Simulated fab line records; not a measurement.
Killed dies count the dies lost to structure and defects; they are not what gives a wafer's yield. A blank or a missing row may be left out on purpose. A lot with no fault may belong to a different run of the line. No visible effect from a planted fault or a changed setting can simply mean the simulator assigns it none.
Chamber matching || flow n5Finfet || 4 sister chambers for N5_BEOL_M8_CMP_52 on cmp-02
The step polishes, stops on SiCOH lowk, t overpolish 6.9 s, target thk 80 nm. 4 wafers are shown with their chamber, then 10 later ones without.

== WAFERS WITH THEIR CHAMBER ==
{"wafer": "L088.4", "chamber": 3, "motorCurrentA (A)": 5.6}
{"wafer": "L088.6", "chamber": 0, "motorCurrentA (A)": 6.5}
{"wafer": "L093.2", "chamber": 2, "motorCurrentA (A)": 5.3}
{"wafer": "L093.5", "chamber": 1, "motorCurrentA (A)": 6.5}

== WAFERS WITH NO CHAMBER GIVEN ==
{"wafer": "L093.6", "motorCurrentA (A)": 5.3}
{"wafer": "L094.2", "motorCurrentA (A)": 5.3}
{"wafer": "L094.4", "motorCurrentA (A)": 6.7}
{"wafer": "L094.5", "motorCurrentA (A)": 6.9}
{"wafer": "L095.1", "motorCurrentA (A)": 6.4}
{"wafer": "L095.2", "motorCurrentA (A)": 6.4}
{"wafer": "L095.3", "motorCurrentA (A)": 5.3}
{"wafer": "L097.1", "motorCurrentA (A)": 6.4}
{"wafer": "L097.3", "motorCurrentA (A)": 6.6}
{"wafer": "L097.4", "motorCurrentA (A)": 5.4}

== WHICH CHAMBER EACH ONE RAN IN ==
{"wafer": "L093.6", "from the rows above": "can't be placed: 2 or 3", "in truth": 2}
{"wafer": "L094.2", "from the rows above": "can't be placed: 2 or 3", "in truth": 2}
{"wafer": "L094.4", "from the rows above": "can't be placed: 0 or 1", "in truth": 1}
{"wafer": "L094.5", "from the rows above": "can't be placed: 0 or 1", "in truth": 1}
{"wafer": "L095.1", "from the rows above": "can't be placed: 0 or 1", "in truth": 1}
{"wafer": "L095.2", "from the rows above": "can't be placed: 0 or 1", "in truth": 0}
{"wafer": "L095.3", "from the rows above": "can't be placed: 2 or 3", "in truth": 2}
{"wafer": "L097.1", "from the rows above": "can't be placed: 0 or 1", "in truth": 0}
{"wafer": "L097.3", "from the rows above": "can't be placed: 0 or 1", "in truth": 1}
{"wafer": "L097.4", "from the rows above": "can't be placed: 2 or 3", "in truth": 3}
Correctly placed: 0 of 10. Unplaceable from these rows: 10, with the true chamber sitting among the candidates in 10. Number placed wrongly: 0.
How it was worked out, from the rows above alone: a wafer's distance from a chamber is the root of the sum, over the readings, of the square of ((its reading less the chamber's mean) divided by the reading's scatter). If the next closest chamber is less than 2 further off than the closest, the wafer can't be placed; otherwise it belongs to the closest. The mean given for a chamber averages the wafers shown for that chamber. The scatter (one wafer shown for each chamber): square how far every hidden wafer sits from the nearest shown wafer, average those squares and take the square root.
